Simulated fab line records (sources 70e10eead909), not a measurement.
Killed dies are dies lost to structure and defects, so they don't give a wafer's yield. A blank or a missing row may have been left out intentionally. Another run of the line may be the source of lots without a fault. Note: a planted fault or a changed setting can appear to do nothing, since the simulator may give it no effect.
fab line records	flow nand_harc
record lots=12	wafers=36	last_day=24
route steps=1159 shown A_CONTACT@882 END@1159
lots untouched by any fault: they come from a run of this same line in which no faults occurred
start_h: hours from the record's opening day to when the first of the lot's shown wafers began	wait_h: hours from the lot's prior step to this one	" the same as in the row above	L1.1+2: a row that stands for several wafers	- no value present, or no start provided	* or withheld: withheld	< > ~ a bound
route shown NAME@n: a module of which the file shows steps, and the number in the route of the first	usual: mean and standard deviation over wafers with no fault	same: alike in all rows	chamber/n: place in a boat	sites: per-site readings	_std_site: standard deviation of those values	_edge_site: inner sites' mean taken away from outer sites' mean	radius_mm: for every site, how far away it sits from the centre of the wafer	mask NAME#n: copy n	behind: the most recent tool/chamber to have shaped the wafer	hold: why the lot was held/for how many hours/how that ended	device: names the non-switching transistor (n, p or np)	end of line: the tests these same wafers got at the end of their route	for a step that has no rows: nothing shown but its recipe	killed: not the wafer's yield, but the dies lost to structure and defects at the first sort	map: per-die view of a wafer (x killed, . not killed, _ where there is no die)
set.NAME: the setting the step ran with; set.NAME@STEP: the setting that earlier step ran with	model.NAME: the simulator's own value behind a step, which no gauge read
one table for each step of the route and one row for each wafer, over a sample of lots
services: when a tool's chamber went out of use (start_h, in hours from the record's first day, below 0 if earlier), for how many hours, and the reason
## steps
# step NHARC_A_CONTACT_STRIP_55
# recipe o2_flow_sccm=500	ar_flow_sccm=0	bias_w=0	chemistry=O2
# usual drypump_motor_current_A=5.9/0.52	oes_product_au=1.001/0.0094	rf_vpp_V=57.9/0.87	showerhead_plenum_p_Torr=3.57/0.12	throttle_valve_pct=17.038/0.0087
lot.wafer	tool	chamber	start_h	wait_h	drypump_motor_current_A	oes_product_au	rf_hours_counter_h	rf_vpp_V	showerhead_plenum_p_Torr	throttle_valve_pct
L699.1	rie_diel-07	2	-	-	6.8	1.013	26	57.7	3.67	17.038
L699.3	"	0	"	"	6.1	0.984	27	58.5	3.50	17.041
L699.6	"	2	"	"	6.8	1.001	-	58.7	3.67	17.035
L700.3	rie_diel-07	2	-	-	6.8	1.017	28	58.8	3.67	17.054
L700.6	"	3	"	"	5.0	1.017	-	57.5	3.74	17.030
L700.5	"	0	"	"	6.0	0.981	-	56.5	3.49	17.030
L701.4	rie_diel-07	3	-	-	5.0	0.994	28	57.9	3.74	17.046
L701.2	"	1	"	"	6.1	0.998	31	58.1	3.63	17.040
L701.5	"	0	"	"	6.1	0.976	-	56.7	3.49	17.034
L705.1	rie_diel-05	1	-	-	5.7	0.990	12	57.8	3.59	17.039
L705.2	"	0	"	"	5.6	1.009	14	56.7	3.37	17.031
L705.6	"	2	"	"	5.5	1.001	-	57.0	3.56	17.027
L704.1	rie_diel-05	1	-	-	5.7	0.995	14	57.6	3.59	17.035
L704.6	"	2	"	"	5.5	0.988	-	57.4	3.56	17.039
L704.4	"	1	"	"	5.7	0.988	-	57.9	3.59	17.036
L712.3	rie_diel-07	2	-	-	6.8	0.990	7	59.0	3.66	17.044
L712.4	"	1	"	"	6.1	0.986	-	57.9	3.62	17.042
L712.5	"	2	"	"	6.8	1.003	-	57.5	3.66	17.049
L714.3	rie_diel-07	1	-	-	6.1	0.993	10	58.2	3.62	17.038
L714.4	"	2	"	"	6.8	1.004	11	58.4	3.66	17.046
L714.6	"	2	"	"	6.8	1.015	-	58.1	3.66	17.045
L715.2	rie_diel-07	1	-	-	6.1	0.997	12	58.3	3.62	17.036
L715.4	"	0	"	"	6.0	1.012	11	57.8	3.49	17.043
L715.5	"	1	"	"	6.1	0.990	-	57.5	3.62	17.056
L720.2	rie_diel-05	2	-	-	5.5	1.000	50	57.7	3.54	17.037
L720.6	"	1	"	"	5.7	0.993	-	60.0	3.57	17.039
L720.5	"	2	"	"	5.5	0.995	-	59.0	3.54	17.032
L716.4	rie_diel-11	1	-	-	5.6	1.003	36	55.7	3.29	17.030
L716.3	"	2	"	"	6.0	1.013	39	55.8	3.33	17.041
L716.5	"	3	"	"	5.4	1.010	-	57.7	3.63	17.037
L719.3	rie_diel-07	3	-	-	5.0	1.000	11	58.9	3.73	17.031
L719.1	"	0	"	"	6.0	0.991	14	58.4	3.48	17.036
L719.2	"	2	"	"	6.8	0.995	15	56.7	3.66	17.055
L722.1	rie_diel-05	0	-	-	5.6	1.012	63	57.7	3.34	17.043
L722.6	"	3	"	"	5.6	0.999	-	57.5	3.61	17.037
L722.5	"	0	"	"	5.6	1.006	-	56.9	3.34	17.052
# step NHARC_A_CONTACT_DEP_57
# recipe target_thk_a=28000	temp_c=400	material=aC
# usual susceptor_temp_C=400.00/0.24	throttle_valve_pct=35.000/0.0095
lot.wafer	tool	chamber	start_h	wait_h	susceptor_temp_C	throttle_valve_pct
L699.1	acl_dep-01	0	372.36	-	400.00	35.010
L699.3	"	0	"	"	399.90	34.996
L699.6	"	0	"	"	400.12	34.996
L700.3	acl_dep-01	0	383.99	-	-	35.004
L700.5	"	0	"	"	-	35.002
L700.6	"	0	"	"	-	34.994
L701.2	acl_dep-01	0	388.93	-	400.11	35.004
L701.4	"	0	"	"	400.20	35.010
L701.5	"	0	"	"	400.48	34.999
L705.1	acl_dep-03	0	389.56	-	400.22	35.003
L705.2	"	0	"	"	399.89	35.002
L705.6	"	0	391.00	-	400.47	35.000
L704.1	acl_dep-01	0	393.71	-	-	34.990
L704.4	"	0	"	"	-	34.986
L704.6	"	0	"	"	-	34.991
L712.3	acl_dep-03	0	445.42	-	399.63	34.991
L712.4	"	0	"	"	399.72	35.018
L712.5	"	0	"	"	399.52	34.996
L714.3	acl_dep-02	0	468.11	-	400.09	35.002
L714.4	"	0	"	"	399.93	35.003
L714.6	"	0	"	"	400.09	35.004
L715.2	acl_dep-02	0	473.39	-	400.12	35.008
L715.4	"	0	"	"	400.31	34.991
L715.5	"	0	"	"	400.25	35.032
L720.2	acl_dep-03	0	481.10	-	-	35.000
L720.5	"	0	"	"	-	35.011
L720.6	"	0	"	"	-	34.991
L716.3	acl_dep-03	0	487.12	-	400.39	35.007
L716.4	"	0	"	"	399.95	34.998
L716.5	"	0	"	"	400.30	35.000
L719.1	acl_dep-01	0	489.35	-	399.80	35.003
L719.2	"	0	"	"	399.88	34.999
L719.3	"	0	"	"	399.83	34.999
L722.1	acl_dep-03	0	513.24	-	400.25	34.987
L722.5	"	0	514.39	-	400.24	35.003
L722.6	"	0	"	"	400.20	35.001
# step NHARC_A_CONTACT_INSPECT_71
# usual raw_defect_count=28/13
lot.wafer	tool	chamber	start_h	wait_h	raw_defect_count
L699.1	defect_inspect-02	-	374.86	0.0	22
L699.3	"	-	"	"	23
L699.6	"	-	"	"	21
L700.3	defect_inspect-01	-	386.10	0.0	22
L700.5	"	-	"	"	20
L700.6	"	-	"	"	18
L701.2	defect_inspect-02	-	391.56	0.0	509
L701.4	"	-	"	"	511
L701.5	"	-	"	"	540
L705.1	defect_inspect-01	-	392.20	0.0	23
L705.2	"	-	"	"	30
L705.6	"	-	"	"	32
L704.1	defect_inspect-02	-	396.29	0.1	470
L704.4	"	-	"	"	479
L704.6	"	-	"	"	466
L712.3	defect_inspect-01	-	447.34	0.0	23
L712.4	"	-	"	"	29
L712.5	"	-	"	"	37
L714.3	defect_inspect-02	-	470.13	0.0	30
L714.4	"	-	"	"	31
L714.6	"	-	"	"	21
L715.2	defect_inspect-02	-	475.71	0.0	70
L715.4	"	-	"	"	68
L715.5	"	-	"	"	41
L720.2	defect_inspect-02	-	483.38	0.0	19
L720.5	"	-	"	"	14
L720.6	"	-	"	"	23
L716.3	defect_inspect-01	-	489.15	0.0	53
L716.4	"	-	"	"	52
L716.5	"	-	"	"	48
L719.1	defect_inspect-02	-	491.85	0.0	46
L719.2	"	-	"	"	29
L719.3	"	-	"	"	48
L722.1	defect_inspect-01	-	515.83	0.0	23
L722.5	"	-	"	"	24
L722.6	"	-	"	"	22
# step NHARC_A_CONTACT_ETCH_127
# recipe source_w=withheld	pressure_mtorr=20	bias_v=1200	time_s=155	target_depth_a=9560	ar_flow_sccm=withheld	c4f8_flow_sccm=withheld	o2_flow_sccm=withheld	chemistry=C4F8/O2/Ar
lot.wafer	tool	chamber	start_h	wait_h	rf_hours_counter_h
L699.1	har_cap_etch-02	0	376.81	0.1	8
L699.3	"	0	"	"	-
L699.6	"	0	"	"	-
L700.3	har_cap_etch-03	1	388.62	0.1	-
L700.6	"	1	"	"	-
L700.5	"	0	"	"	-
L701.2	har_cap_etch-03	0	393.41	0.1	90
L701.4	"	0	"	"	-
L701.5	"	1	"	"	-
L705.1	har_cap_etch-02	0	393.86	0.1	12
L705.2	"	1	"	"	12
L705.6	"	0	"	"	-
L704.1	har_cap_etch-02	1	398.06	0.1	14
L704.4	"	1	"	"	-
L704.6	"	1	"	"	-
L712.3	har_cap_etch-01	0	449.38	0.1	-
L712.4	"	1	"	"	-
L712.5	"	0	"	"	-
L714.4	har_cap_etch-03	0	471.85	0.1	-
L714.3	"	1	"	"	-
L714.6	"	0	"	"	-
L715.2	har_cap_etch-02	1	477.88	0.1	26
L715.4	"	0	"	"	-
L715.5	"	0	"	"	-
L720.2	har_cap_etch-01	0	485.16	0.1	72
L720.5	"	0	"	"	-
L720.6	"	1	"	"	-
L716.3	har_cap_etch-03	0	490.86	0.1	-
L716.4	"	1	"	"	-
L716.5	"	0	"	"	-
L719.2	har_cap_etch-01	1	493.53	0.1	74
L719.1	"	0	"	"	74
L719.3	"	0	"	"	-
L722.1	har_cap_etch-03	1	517.53	0.1	110
L722.5	"	0	"	"	-
L722.6	"	1	"	"	-
# step NHARC_A_CONTACT_ETCH_128
# recipe source_w=withheld	pressure_mtorr=20	bias_v=1200	time_s=155	target_depth_a=9560	ar_flow_sccm=withheld	c4f8_flow_sccm=withheld	o2_flow_sccm=withheld	chemistry=C4F8/O2/Ar
lot.wafer	tool	chamber	start_h	wait_h	rf_hours_counter_h
L699.1	har_cap_etch-02	0	376.95	0.1	8
L699.3	"	0	"	"	-
L699.6	"	0	"	"	-
L700.3	har_cap_etch-03	1	388.76	0.1	-
L700.6	"	1	"	"	-
L700.5	"	0	"	"	-
L701.2	har_cap_etch-03	0	393.55	0.1	90
L701.4	"	0	"	"	-
L701.5	"	1	"	"	-
L705.1	har_cap_etch-02	0	394.00	0.1	13
L705.2	"	1	"	"	13
L705.6	"	0	"	"	-
L704.1	har_cap_etch-02	1	398.20	0.1	14
L704.4	"	1	"	"	-
L704.6	"	1	"	"	-
L712.3	har_cap_etch-01	0	449.52	0.1	-
L712.4	"	1	"	"	-
L712.5	"	0	"	"	-
L714.4	har_cap_etch-03	0	471.99	0.1	-
L714.3	"	1	"	"	-
L714.6	"	0	"	"	-
L715.2	har_cap_etch-02	1	478.03	0.1	26
L715.4	"	0	"	"	-
L715.5	"	0	"	"	-
L720.2	har_cap_etch-01	0	485.30	0.1	72
L720.5	"	0	"	"	-
L720.6	"	1	"	"	-
L716.3	har_cap_etch-03	0	491.00	0.1	-
L716.4	"	1	"	"	-
L716.5	"	0	"	"	-
L719.2	har_cap_etch-01	1	493.67	0.1	74
L719.1	"	0	"	"	74
L719.3	"	0	"	"	-
L722.1	har_cap_etch-03	1	517.67	0.1	110
L722.5	"	0	"	"	-
L722.6	"	1	"	"	-
# step NHARC_END_SORT_01
# recipe temp_c=25
# usual killed_at_array=29/11	killed_at_other=0.7/1.1	killed_at_periphery=3.1/2	killed_dies=33/11	killed_open=3.5/1.8	killed_short=2.0/1.4
# same gross_dies=677
lot.wafer	tool	chamber	start_h	wait_h	killed_at_array	killed_at_other	killed_at_periphery	killed_dies	killed_open	killed_short
L701.2	prober-02	0	484.81	2.8	111	0	4	115	5	3
L701.4	prober-02	0	486.43	3.4	122	0	2	124	3	3
L701.5	prober-02	0	487.24	3.7	117	1	1	119	2	2
L704.1	prober-01	0	488.01	2.5	83	3	3	89	2	1
L704.4	prober-01	0	490.40	3.4	94	3	4	101	5	1
L704.6	prober-01	0	491.99	4.0	88	1	8	97	3	3
# killed by level:class
L701.2 A_CONTACT:unspecified=78 A_CHANNEL_HOLE_D1:chamber_film_flake=16 A_SLIT:chamber_film_flake=9 P_CONTACT:geometric_particle:open=2 P_STI:geometric_particle:short=1 A_CHANNEL_HOLE_D1:geometric_particle:short=1 A_CHANNEL_HOLE_D1:geometric_particle:open=1 A_WL_FILL:geometric_particle:short=1
L701.4 A_CONTACT:unspecified=82 A_CHANNEL_HOLE_D1:chamber_film_flake=16 A_SLIT:chamber_film_flake=13 A_CONTACT:chamber_film_flake=4 A_WL_FILL:geometric_particle:short=2 A_SOURCE_PLATE:geometric_particle:open=1 A_CHANNEL_HOLE_D1:geometric_particle:open=1 A_SLIT:geometric_particle:short=1
L701.5 A_CONTACT:unspecified=80 A_SLIT:chamber_film_flake=14 A_CHANNEL_HOLE_D1:chamber_film_flake=12 A_CONTACT:chamber_film_flake=4 A_BONDPAD:chamber_film_flake=2 A_ONON_D1:geometric_particle:open=1 A_CHANNEL_FILL_D1:geometric_particle:short=1 A_SGD_CUT:geometric_particle:short=1
L704.1 A_CONTACT:unspecified=75 A_CHANNEL_HOLE_D1:chamber_film_flake=3 THIN_TSV:chamber_film_flake=3 A_STAIRCASE:chamber_film_flake=2 P_CONTACT:geometric_particle:open=1 P_M0:geometric_particle:short=1 A_M0:geometric_particle:open=1 P_BONDPAD:chamber_film_flake=1
L704.4 A_CONTACT:unspecified=84 A_CHANNEL_HOLE_D1:chamber_film_flake=3 THIN_TSV:chamber_film_flake=3 A_CONTACT:geometric_particle:open=2 P_M1:chamber_film_flake=2 A_STAIRCASE:chamber_film_flake=2 P_M0:geometric_particle:open=1 A_CHANNEL_FILL_D1:geometric_particle:short=1
L704.6 A_CONTACT:unspecified=79 P_BONDPAD:chamber_film_flake=4 A_STAIRCASE:chamber_film_flake=3 A_CONTACT:geometric_particle:open=2 A_BLC:chamber_film_flake=2 P_GATE:geometric_particle:open=1 P_CONTACT:geometric_particle:short=1 A_CONTACT:geometric_particle:short=1
## services
tool	chamber	start_h	hours	kind
acl_dep-02	-	348.72	13.0	pm
rie_diel-05	-	352.65	0.9	repair
rie_diel-07	0	360.33	-	clean
rie_diel-07	1	360.33	-	clean
rie_diel-07	2	360.33	-	clean
rie_diel-07	3	360.33	-	clean
rie_diel-11	-	367.18	9.0	pm
har_cap_etch-02	-	368.54	2.2	repair
rie_diel-05	3	381.74	12.5	repair
rie_diel-07	0	384.89	-	clean
rie_diel-07	1	384.89	-	clean
rie_diel-07	2	384.89	-	clean
rie_diel-07	3	384.89	-	clean
rie_diel-07	-	405.62	9.0	pm
rie_diel-07	0	405.62	9.0	vent_cycle
rie_diel-07	1	405.62	9.0	vent_cycle
rie_diel-07	2	405.62	9.0	vent_cycle
acl_dep-03	-	407.47	13.0	pm
rie_diel-05	1	423.83	4.1	repair
rie_diel-11	1	427.98	3.9	repair
rie_diel-07	3	440.93	18.8	repair
rie_diel-11	0	458.10	3.9	repair
acl_dep-01	-	474.42	13.0	pm
rie_diel-11	-	479.81	0.3	repair
## key
first_sign step=NHARC_A_CONTACT_INSPECT_71	reading=raw_defect_count	direction=up	sigmas=37	usual=28	struck=496
effect step=NHARC_END_SORT_01	reading=killed_dies	direction=up	sigmas=7	usual=33	struck=108
more_kills_born_at NHARC_A_CONTACT_DEP_57@acl_dep-01=478
met_at NHARC_A_CONTACT_DEP_57
struck_lots L701,L704
tester_left_out L701,L704
not_acting_at NHARC_A_CONTACT_STRIP_55,NHARC_A_CONTACT_ETCH_127,NHARC_A_CONTACT_ETCH_128
onset_between 383.99 388.93
fault kind=chamber_particle_source	tool=acl_dep-01	chamber=-	onset_h=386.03	steps=NHARC_A_CONTACT_DEP_57	rate_per_visit_cm2=0.72858	end_h=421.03
# tester_left_out: of these lots the tester's yield and bins aren't shown, on N5 and GAA mostly nor the transistor test; their killed dies are dies lost to structure and defects alone, not to doping, threshold or leakage, so they don't give the yield
